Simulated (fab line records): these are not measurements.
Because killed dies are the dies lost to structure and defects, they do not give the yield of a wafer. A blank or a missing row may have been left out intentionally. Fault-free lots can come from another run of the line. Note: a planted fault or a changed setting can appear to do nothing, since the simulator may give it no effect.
One fault through the eyes of 2 desks -- flow n5Finfet -- what lay behind the numbers comes last; until then each desk has only its own

AT THE TOOL OWNER'S DESK: arfiScanner-02
The tool's own readings at N5_BEOL_M11_EXPOSE_08 (exposes mask M11): means of the sampled wafers that have a number, for each lot that ran on this tool. Any lot whose mean is over 4 standard deviations away from the usual mean is out of limits and marked OUT; that distance is given in the brackets.
Columns: A = focusOffsetNm at N5_BEOL_M11_EXPOSE_08, usual 0.1 nm
lot,first seen here,A
L601,day 14 15:20,0.1
L604,day 14 21:07,-0.5
L605,day 15 04:54,0.3
Result from this desk: across the 3 lots, nothing is out of limits.

FROM THE METROLOGY DESK
What the gauges read, lot by lot, whatever tool the lot ran on: means of the sampled wafers that have a number. Any lot whose mean is over 4 standard deviations away from the usual mean is out of limits and marked OUT; that distance is given in the brackets.
Columns: A = M11_OVL at N5_BEOL_M11_OVL_MEAS_12, usual -0.6 nm
lot,first seen here,A
L595,day 11 22:14,-0.3
L597,day 13 12:41,0.4
L601,day 14 15:29,11.9 (+15) OUT
L602,day 14 17:36,-1.3
L604,day 14 21:17,12.3 (+16) OUT
L605,day 15 05:03,11.8 (+15) OUT
L611,day 16 19:41,-1.0
L612,day 16 21:26,-0.1
L618,day 18 04:52,-0.6
L600,day 18 04:54,0.1
This desk finds L601, L604, L605 out of limits, with the earliest case on L601 at day 14 15:29 (M11_OVL at N5_BEOL_M11_OVL_MEAS_12). L595, L597, L602, L611, L612, L618, L600 stayed within limits.

TAKEN TOGETHER
The metrology desk could have raised an alarm at day 14 15:29, on L601, L604, L605.
The desk of the tool owner found nothing out of limits.
The tool owner's desk has L601, L604, L605 on record, within its limits.
On arfiScanner-02, each named lot ran N5_BEOL_M11_EXPOSE_08.

WHAT THE SIMULATOR HAD INSERTED
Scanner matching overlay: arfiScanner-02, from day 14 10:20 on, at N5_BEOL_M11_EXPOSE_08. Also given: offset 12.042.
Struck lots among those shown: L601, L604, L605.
Time in hours between the start of the fault and the first out-of-limits reading at each desk: metrology desk, 5.
